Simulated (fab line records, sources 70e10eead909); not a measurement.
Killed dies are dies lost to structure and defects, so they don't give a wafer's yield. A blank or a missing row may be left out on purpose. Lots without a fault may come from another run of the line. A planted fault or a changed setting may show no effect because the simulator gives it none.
fab line records | flow nand_harc
record lots=14 wafers=42 last_day=33
route steps=1302 shown A_BLC@1132 A_M0@1144
lots that met no fault: from a run of the same line without faults
start_h: hours from the record's first day to the start of the lot's first wafer shown | wait_h: hours since the lot's step before | " the same as in the row above | L1.1+2: a row that stands for several wafers | - no value, or no start given | * or withheld: withheld | < > ~ a bound
route shown NAME@n: a module of which the file shows steps, and the number in the route of the first | usual: mean/standard deviation of fault-free wafers | same: alike in all rows | chamber/n: place in a boat | sites: the reading at each site | _std_site: their standard deviation | _edge_site: outer sites' mean less inner sites' | radius_mm: how far each site lies from the wafer's centre | mask NAME#n: copy n | behind: the tool/chamber that last shaped the wafer | hold: why the lot was held/for how many hours/how that ended | device: the transistor (n, p or np) that didn't switch | end of line: the same wafers' tests at the end of the route | a step without rows: its recipe alone | killed: dies lost to structure and defects at the first sort, not the wafer's yield | map: a wafer's dies, x killed, . not, _ none there
set.NAME: the setting as run; set.NAME@STEP: as run at that earlier step | model.NAME: the simulator's own value behind a step, which no gauge read
steps of the route over a sample of lots; a table a step, a row a wafer
services: from which hour (start_h, from the record's first day; less than 0 if before it) a tool's chamber was out of use, for how many hours, and why
## steps
# step NHARC_A_BLC_CVD_24
# recipe target_thk_a=1500 temp_c=300 pressure_torr=40 wf6_flow_sccm=40 h2_flow_sccm=1600 ar_flow_sccm=1560 time_s=434 material=W
# usual chamber_pressure_Torr=40.00/0.088 heater_power_w=434/30 throttle_valve_pct=8.0/0.31
# columns lot.wafer tool chamber start_h wait_h chamber_pressure_Torr heater_power_w throttle_valve_pct
L625.1 cvd_w-02 1 - - 40.10 448 7.5
L625.5 " 1 " " 40.04 451 7.3
L625.6 " 0 " " 40.05 406 8.3
L626.1 cvd_w-02 0 - - 40.02 404 8.4
L626.3 " 1 " " 39.97 455 7.2
L626.4 " 0 " " 40.10 420 8.7
L628.1 cvd_w-01 1 - - 40.03 454 8.1
L628.2 " 0 " " 40.18 443 8.3
L628.6 " 1 " " 39.94 455 7.6
L637.2 cvd_w-01 0 - - 40.17 472 8.1
L637.4 " 0 " " 39.96 477 8.1
L637.5 " 1 " " 39.95 448 7.8
L638.2 cvd_w-02 1 - - 40.03 434 7.7
L638.6 " 1 " " 39.98 427 7.9
L638.5 " 0 " " 40.01 381 7.9
L642.2 cvd_w-02 0 - - 39.97 403 7.9
L642.3 " 0 " " 39.98 392 8.0
L642.5 " 0 " " 39.89 391 8.2
L641.2 cvd_w-02 0 - - 39.94 398 8.1
L641.4 " 1 " " 39.98 448 7.8
L641.5 " 1 " " 39.96 434 7.8
L640.4 cvd_w-01 1 - - 40.00 451 7.9
L640.6 " 1 " " 40.03 442 7.9
L640.5 " 0 " " 40.05 485 7.9
L643.3 cvd_w-02 1 - - 39.83 430 7.5
L643.6 " 0 " " 39.97 387 7.9
L643.5 " 1 " " 39.77 433 8.0
L644.1 cvd_w-02 1 - - 39.97 453 7.6
L644.5 " 1 " " 40.02 446 7.9
L644.6 " 0 " " 40.06 395 8.1
L645.2 cvd_w-02 0 - - 40.06 385 8.1
L645.4 " 1 " " 40.11 440 7.9
L645.6 " 1 " " 39.94 442 8.1
L647.2 cvd_w-02 0 - - 40.06 390 8.2
L647.3 " 0 " " 39.91 397 8.0
L647.5 " 0 " " 40.12 404 7.9
L646.3 cvd_w-02 1 - - 40.00 448 7.8
L646.5 " 0 " " 40.00 399 8.1
L646.6 " 1 " " 39.95 440 7.6
L648.2 cvd_w-02 0 - - 39.98 391 8.3
L648.3 " 1 " " 39.96 440 7.7
L648.5 " 1 " " 39.96 454 7.6
# step NHARC_A_BLC_CMP_25
# recipe t_overpolish_s=30 target_thk_nm=150
# usual motor_current_A=12.2/1.4 overpolish_run_s=30.001/0.0081 retaining_ring_pressure_frac=1.000/0.0051 time_to_endpoint_s=29.4/2.3
# columns lot.wafer tool chamber start_h wait_h motor_current_A overpolish_run_s retaining_ring_pressure_frac time_to_endpoint_s
L625.1 cmp-04 3 523.70 0.5 13.2 30.015 0.995 29.0
L625.6 " 0 " " 12.2 30.011 1.001 30.7
L625.5 " 1 " " 10.9 30.014 1.001 28.6
L626.3 cmp-02 1 535.31 0.3 12.5 30.007 0.997 31.0
L626.4 " 2 " " 11.7 30.001 0.991 32.1
L626.1 " 0 " " 9.0 29.994 1.005 32.7
L628.1 cmp-03 1 541.00 0.5 13.3 30.012 0.999 31.5
L628.2 " 2 " " 12.2 30.012 1.004 31.1
L628.6 " 0 " " 13.0 30.005 1.011 30.1
L637.2 cmp-04 2 639.28 0.5 12.6 30.018 1.009 29.4
L637.4 " 0 " " 12.0 30.004 0.993 27.9
L637.5 " 1 " " 11.0 30.002 0.991 26.2
L638.2 cmp-02 0 657.50 0.5 8.8 29.991 0.998 29.4
L638.5 " 0 " " 9.2 29.992 1.003 30.9
L638.6 " 1 " " 11.9 29.998 1.006 26.1
L642.3 cmp-04 1 665.55 0.6 11.0 29.997 1.005 26.3
L642.2 " 2 " " 12.7 29.992 1.004 27.2
L642.5 " 0 " " 12.9 29.994 0.997 26.4
L641.4 cmp-02 3 675.44 0.3 12.4 30.006 1.008 29.2
L641.2 " 0 " " 8.9 30.001 0.996 30.3
L641.5 " 3 " " 12.1 30.007 1.007 29.1
L640.4 cmp-02 3 684.66 0.4 13.0 30.003 0.996 29.8
L640.5 " 1 " " 11.7 29.996 0.999 27.0
L640.6 " 2 " " 12.3 29.999 1.007 27.5
L643.3 cmp-03 0 691.07 0.3 12.1 30.001 0.999 30.6
L643.6 " 1 " " 12.3 30.000 0.997 30.7
L643.5 " 2 " " 12.0 30.006 1.000 31.1
L644.1 cmp-04 2 720.90 0.5 12.7 30.001 0.999 30.3
L644.6 " 3 " " 13.3 30.008 0.997 31.7
L644.5 " 0 " " 11.7 30.007 0.991 31.5
L645.2 cmp-03 1 729.66 0.4 13.0 29.990 0.994 31.6
L645.4 " 0 " " 12.3 30.014 1.001 27.2
L645.6 " 2 " " 12.0 30.006 1.001 29.0
L647.2 cmp-03 2 734.68 0.4 11.6 30.001 1.006 29.4
L647.3 " 0 " " 12.5 30.015 1.003 28.4
L647.5 " 3 " " 14.4 30.013 0.995 28.8
L646.3 cmp-03 0 736.21 0.3 12.3 29.992 1.001 26.9
L646.5 " 3 " " 15.3 29.989 0.998 28.5
L646.6 " 0 " " 12.2 30.010 0.998 25.4
L648.2 cmp-02 2 739.70 0.5 11.7 29.989 1.002 27.4
L648.3 " 0 " " 9.8 29.990 1.005 30.5
L648.5 " 2 " " 12.5 29.989 0.992 29.0
# step NHARC_A_M0_EXPOSE_06
# recipe na=1.35 target_cd_nm=80 dose_mj=83.25 mask_id=A_M0
# usual exposure_dose_mJ_cm2=83.22/0.079 focus_offset_nm=0.0/0.47
# columns lot.wafer tool chamber start_h wait_h mask exposure_dose_mJ_cm2 focus_offset_nm
L625.1 arfi_scanner-01 0 524.66 - A_M0#0 83.20 0.8
L625.5 " 0 " " A_M0#0 83.13 0.2
L625.6 " 0 " " A_M0#0 83.27 -0.3
L626.1 arfi_scanner-01 0 536.35 - A_M0#0 83.14 0.7
L626.3 " 0 " " A_M0#0 83.33 0.4
L626.4 " 0 " " A_M0#0 83.21 -0.2
L628.1 arfi_scanner-01 0 542.01 - A_M0#0 83.32 0.0
L628.2 " 0 " " A_M0#0 83.25 0.5
L628.6 " 0 " " A_M0#0 83.12 -0.1
L637.2 arfi_scanner-02 - 640.43 - A_M0#0 - -
L637.4 " - " " A_M0#0 - -
L637.5 " - " " A_M0#0 - -
L638.2 arfi_scanner-01 - 658.66 - A_M0#0 - -
L638.5 " - " " A_M0#0 - -
L638.6 " - " " A_M0#0 - -
L642.2 arfi_scanner-03 0 666.74 - A_M0#0 83.19 -0.4
L642.3 " 0 " " A_M0#0 83.11 -0.1
L642.5 " 0 " " A_M0#0 83.17 0.0
L641.2 arfi_scanner-01 0 676.57 - A_M0#0 83.30 0.0
L641.4 " 0 " " A_M0#0 83.16 0.3
L641.5 " 0 " " A_M0#0 83.28 0.7
L640.4 arfi_scanner-01 0 685.69 - A_M0#0 83.17 0.4
L640.5 " 0 " " A_M0#0 83.22 0.0
L640.6 " 0 " " A_M0#0 83.19 -0.7
L643.3 arfi_scanner-03 0 692.17 - A_M0#0 83.31 0.4
L643.5 " 0 " " A_M0#0 83.28 0.4
L643.6 " 0 " " A_M0#0 83.29 -0.2
L644.1 arfi_scanner-02 0 722.14 - A_M0#0 83.12 0.0
L644.5 " 0 " " A_M0#0 83.24 -0.2
L644.6 " 0 " " A_M0#0 83.18 0.1
L645.2 arfi_scanner-03 0 730.83 - A_M0#0 83.24 -1.0
L645.4 " 0 " " A_M0#0 83.20 -0.6
L645.6 " 0 " " A_M0#0 83.20 -0.2
L647.2 arfi_scanner-01 0 735.99 - A_M0#0 83.23 -0.1
L647.3 " 0 " " A_M0#0 83.20 -0.1
L647.5 " 0 " " A_M0#0 83.22 -0.2
L646.3 arfi_scanner-03 0 737.35 - A_M0#0 83.22 0.4
L646.5 " 0 " " A_M0#0 83.17 0.4
L646.6 " 0 " " A_M0#0 83.20 0.3
L648.2 arfi_scanner-03 0 740.71 - A_M0#0 83.14 -0.6
L648.3 " 0 " " A_M0#0 83.17 -0.3
L648.5 " 0 " " A_M0#0 83.24 -0.5
# step NHARC_A_M0_CD_MEAS_16
# usual cd_nm=80.0/0.76
# columns lot.wafer tool chamber start_h wait_h cd_nm
L625.1 cd_sem-02 - 525.29 - 80.3
L625.5 " - " " 79.2
L625.6 " - " " 79.9
L626.1 cd_sem-01 - 536.97 - 80.6
L626.3 " - " " 80.4
L626.4 " - " " 80.8
L628.1 cd_sem-03 - 542.64 - 80.1
L628.2 " - " " 79.9
L628.6 " - " " 80.3
L637.2 cd_sem-01 - 643.80 - -
L637.4 " - " " -
L637.5 " - " " -
L638.2 cd_sem-01 - 663.97 - -
L638.5 " - " " -
L638.6 " - " " -
L642.2 cd_sem-02 - 667.36 - 81.4
L642.3 " - " " 81.4
L642.5 " - " " 80.7
L641.2 cd_sem-02 - 677.19 - 80.3
L641.4 " - " " 80.4
L641.5 " - " " 80.0
L640.4 cd_sem-03 - 686.32 - 80.3
L640.5 " - " " 79.9
L640.6 " - " " 80.7
L643.3 cd_sem-01 - 692.79 - 79.3
L643.5 " - " " 79.4
L643.6 " - " " 78.2
L644.1 cd_sem-03 - 722.77 - 80.6
L644.5 " - " " 79.7
L644.6 " - " " 78.8
L645.2 cd_sem-01 - 731.47 - 80.4
L645.4 " - " " 80.0
L645.6 " - " " 79.9
L647.2 cd_sem-02 - 736.62 - 79.0
L647.3 " - " " 78.9
L647.5 " - " " 79.9
L646.3 cd_sem-03 - 737.97 - 80.8
L646.5 " - " " 81.0
L646.6 " - " " 81.4
L648.2 cd_sem-01 - 741.34 - 79.5
L648.3 " - " " 78.8
L648.5 " - " " 78.5
## services
# columns tool chamber start_h hours kind
cmp-04 - 503.00 4.0 pm
arfi_scanner-03 - 504.62 5.0 repair
cmp-03 - 505.33 0.3 repair
cmp-03 - 510.95 0.9 repair
cmp-02 - 526.50 4.0 pm
arfi_scanner-01 - 529.05 4.4 repair
cmp-03 - 536.15 0.5 repair
arfi_scanner-03 - 540.00 4.0 pm
cmp-03 - 556.38 4.0 pm
cmp-03 - 570.44 0.3 repair
cmp-04 - 573.13 3.6 repair
cmp-03 - 587.79 74.2 repair
arfi_scanner-01 - 596.00 4.0 pm
cmp-04 - 601.00 4.0 pm
cmp-02 - 624.50 4.0 pm
cvd_w-02 - 632.46 13.0 pm
cvd_w-02 1 661.89 2.7 repair
cmp-03 - 661.99 4.0 pm
cmp-03 - 678.67 0.3 repair
cmp-02 - 689.92 1.0 repair
arfi_scanner-03 - 712.00 4.0 pm
arfi_scanner-01 - 719.50 11.6 repair
cmp-02 - 722.50 4.0 pm
cvd_w-02 - 732.72 0.8 repair
## key
first_sign step=NHARC_A_M0_EXPOSE_06 reading=tool_record direction=missing
effect none on later readings
met_at NHARC_A_M0_EXPOSE_06
struck_lots L637,L638
later_rows_left_out L637.2,L637.4,L637.5,L638.2,L638.5,L638.6
sort_left_out L637.2,L637.4,L637.5,L638.2,L638.5,L638.6
not_acting_at NHARC_A_BLC_CVD_24,NHARC_A_BLC_CMP_25,NHARC_A_M0_CD_MEAS_16
onset_between 542.01 640.43
fault kind=skipped_step_whole tool=arfi_scanner-01,arfi_scanner-02 chamber=- onset_h=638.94 steps=NHARC_A_M0_EXPOSE_06 scope=struck_lots_only
# sort_left_out: the simulated sort isn't trusted on such a fault, so these wafers' sort isn't shown, and their yield isn't known
# later_rows_left_out: the simulator's readings of these wafers behind a module that went badly wrong aren't trusted and aren't shown, but for the sort
